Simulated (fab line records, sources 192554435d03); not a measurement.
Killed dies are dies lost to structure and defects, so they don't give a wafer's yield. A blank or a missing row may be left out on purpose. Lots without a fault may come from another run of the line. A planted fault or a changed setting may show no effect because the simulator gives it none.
Chamber matching | flow n5_finfet | N5_BEOL_M12_ETCH_67 on rie_diel-02: 4 sister chambers
The step etches SiARC in CF4, target depth 143 nm, time 238.3 s. 18 wafers are shown with their chamber, then 9 later ones without.

WAFERS WITH THEIR CHAMBER
wafer  | chamber | showerhead_plenum_p_Torr (Torr) | oes_product_au (a.u.) | drypump_motor_current_A (A)
L078.1 | 3       | 2.10                            | 0.80                  | 5.8
L078.4 | 0       | 2.12                            | 0.62                  | 6.3
L078.5 | 2       | 2.20                            | 0.61                  | 5.9
L081.1 | 0       | 2.12                            | 0.61                  | 6.3
L081.2 | 3       | 2.10                            | 0.79                  | 5.8
L081.5 | 1       | 2.24                            | 0.67                  | 6.5
L086.1 | 1       | 2.24                            | 0.66                  | 6.6
L086.2 | 0       | 2.11                            | 0.61                  | 6.4
L086.3 | 3       | 2.09                            | 0.77                  | 5.7
L085.2 | 0       | 2.11                            | 0.61                  | 6.4
L085.4 | 1       | 2.24                            | 0.66                  | 6.6
L085.6 | 3       | 2.09                            | 0.77                  | 5.7
L090.3 | 0       | 2.11                            | 0.61                  | 6.3
L090.4 | 1       | 2.23                            | 0.65                  | 6.6
L090.5 | 3       | 2.09                            | 0.76                  | 5.8
L091.2 | 1       | 2.23                            | 0.65                  | 6.6
L091.4 | 1       | 2.23                            | 0.65                  | 6.5
L091.6 | 3       | 2.09                            | 0.75                  | 5.7

SIGNATURES (means of the wafers above)
reading                  | chamber 0 | chamber 1 | chamber 2 | chamber 3 | scatter within a chamber
showerhead_plenum_p_Torr | 2.1140    | 2.2350    | 2.2000    | 2.0933    | 0.00537
oes_product_au           | 0.6120    | 0.6567    | 0.6100    | 0.7733    | 0.0124
drypump_motor_current_A  | 6.340     | 6.567     | 5.900     | 5.750     | 0.0537
Rule: a wafer's distance from a chamber is the root of the sum, over the readings, of the square of ((its reading less the chamber's mean) divided by the reading's scatter). The wafer belongs to the nearest chamber; if the next one is less than 2 further off, it can't be placed. The scatter: the root of (the sum of the squares of (reading less its chamber's mean) over the shown wafers, divided by (wafers less chambers)).

WAFERS WITHOUT THEIR CHAMBER
wafer  | showerhead_plenum_p_Torr (Torr) | oes_product_au (a.u.) | drypump_motor_current_A (A)
L092.2 | 2.09                            | 0.75                  | 5.7
L092.3 | 2.23                            | 0.66                  | 6.6
L092.5 | 2.23                            | 0.65                  | 6.5
L094.1 | 2.09                            | 0.73                  | 5.8
L094.3 | 2.11                            | 0.60                  | 6.4
L094.4 | 2.11                            | 0.60                  | 6.4
L096.3 | 2.23                            | 0.64                  | 6.5
L096.4 | 2.10                            | 0.59                  | 6.3
L096.5 | 2.23                            | 0.64                  | 6.6

WHICH CHAMBER EACH WENT THROUGH
wafer  | from the rows above | in truth
L092.2 | 3                   | 3
L092.3 | 1                   | 1
L092.5 | 1                   | 1
L094.1 | 3                   | 3
L094.3 | 0                   | 0
L094.4 | 0                   | 0
L096.3 | 1                   | 1
L096.4 | 0                   | 0
L096.5 | 1                   | 1
Placed correctly: 9 of 9. Can't be placed from these rows: 0. Placed wrongly: 0.
